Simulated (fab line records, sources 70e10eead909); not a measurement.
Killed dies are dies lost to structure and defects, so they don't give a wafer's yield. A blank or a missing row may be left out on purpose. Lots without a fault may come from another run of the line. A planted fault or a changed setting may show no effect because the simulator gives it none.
One fault seen from 3 desks | flow nand_harc | each desk has only its own numbers; what lay behind them comes last

THE METROLOGY DESK
What the gauges read, lot by lot, whatever tool the lot ran on: means of the sampled wafers that have a number. A lot is out of limits, marked OUT, if its mean lies more than 4 standard deviations from the usual mean; the brackets give that distance.
Columns: A = thk_nm at NHARC_A_ONON_D1_THK_MEAS_02, usual 1000 nm; B = thk_nm at NHARC_A_ONON_D1_THK_MEAS_27, usual 1000 nm; C = thk_nm at NHARC_A_ONON_D1_THK_MEAS_34, usual 199.6 nm
lot  | first seen here | A    | B    | C
L374 | day 8 08:59     | 1002 | 1008 | 198.4
L373 | day 8 08:59     | 1001 | 987  | 198.6
L375 | day 8 15:38     | 991  | 1002 | 199.0
L377 | day 9 16:22     | 1022 | 1009 | 196.1
L378 | day 9 23:34     | 978  | 987  | 199.6
L379 | day 10 08:39    | 993  | 994  | 203.0
L381 | day 11 09:58    | 997  | 1014 | 199.1
L382 | day 11 09:58    | 1002 | 1004 | 197.0
L386 | day 13 02:28    | 1004 | 995  | 227.4 (+10) OUT
L393 | day 16 07:36    | 1008 | 1008 | 198.2
L394 | day 16 07:36    | 1005 | 1003 | 196.8
L395 | day 16 21:05    | 1000 | 996  | 198.3
L396 | day 17 06:47    | 1005 | 1010 | 200.5
This desk's finding: out of limits on L386; first on L386, day 13 15:15 (thk_nm at NHARC_A_ONON_D1_THK_MEAS_34). In limits: L374, L373, L375, L377, L378, L379, L381, L382, L393, L394, L395, L396.

THE DEFECT DESK
What the inspections along the route counted, lot by lot: means of the sampled wafers that have a number. A lot is out of limits, marked OUT, if its mean lies more than 4 standard deviations from the usual mean; the brackets give that distance.
Columns: A = raw_defect_count at NHARC_A_ONON_D1_INSPECT_32, usual 77
lot  | first seen here | A
L373 | day 8 22:04     | 89
L374 | day 8 22:07     | 85
L375 | day 9 05:52     | 67
L377 | day 10 05:10    | 97
L378 | day 10 13:04    | 55
L379 | day 10 21:33    | 93
L382 | day 11 22:46    | 78
L381 | day 11 22:47    | 133
L386 | day 13 15:20    | 67
L394 | day 16 21:22    | 74
L393 | day 16 21:23    | 91
L395 | day 17 11:29    | 69
L396 | day 17 20:28    | 62
This desk's finding: nothing out of limits on any of the 13 lots.

THE TOOL OWNER'S DESK: pecvd-02
The tool's own readings at NHARC_A_ONON_D1_DEP_33 (deposits SiO2, target thk 200 nm): means of the sampled wafers that have a number, for each lot that ran on this tool. A lot is out of limits, marked OUT, if its mean lies more than 4 standard deviations from the usual mean; the brackets give that distance.
Columns: A = heater_power_w at NHARC_A_ONON_D1_DEP_33, usual 546 W; B = mfc_precursor_sccm at NHARC_A_ONON_D1_DEP_33, usual 161.4 sccm; C = susceptor_temp_C at NHARC_A_ONON_D1_DEP_33, usual 399.99 C; D = throttle_valve_pct at NHARC_A_ONON_D1_DEP_33, usual 15.7 %
lot  | first seen here | A   | B               | C      | D
L373 | day 8 21:35     | 518 | 161.7           | 400.25 | 15.6
L375 | day 9 05:28     | 541 | 161.3           | 400.42 | 15.2
L382 | day 11 22:18    | 461 | 161.4           | 399.82 | 15.4
L386 | day 13 14:50    | 519 | 185.3 (+48) OUT | 399.62 | 15.3
L396 | day 17 19:58    | 507 | 161.7           | 399.86 | 15.1
This desk's finding: out of limits on L386; first on L386, day 13 14:50 (mfc_precursor_sccm at NHARC_A_ONON_D1_DEP_33). In limits: L373, L375, L382, L396.

PUT TOGETHER
The tool owner's desk could have raised an alarm at day 13 14:50, on L386.
The metrology desk could have raised an alarm at day 13 15:15, on L386.
The defect desk saw nothing out of limits.
The defect desk has L386 on record, within its limits.
Of the lots named, all ran NHARC_A_ONON_D1_DEP_33 on pecvd-02.

WHAT THE SIMULATOR HAD PUT IN
Process parameter drift: pecvd-02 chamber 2, from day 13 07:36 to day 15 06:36, at NHARC_A_ONON_D1_DEP_33. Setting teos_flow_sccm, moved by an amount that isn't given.
Lots struck among those shown: L386.
Hours from the fault's start to each desk's first reading out of limits: the tool owner's desk, 7; the metrology desk, 8.
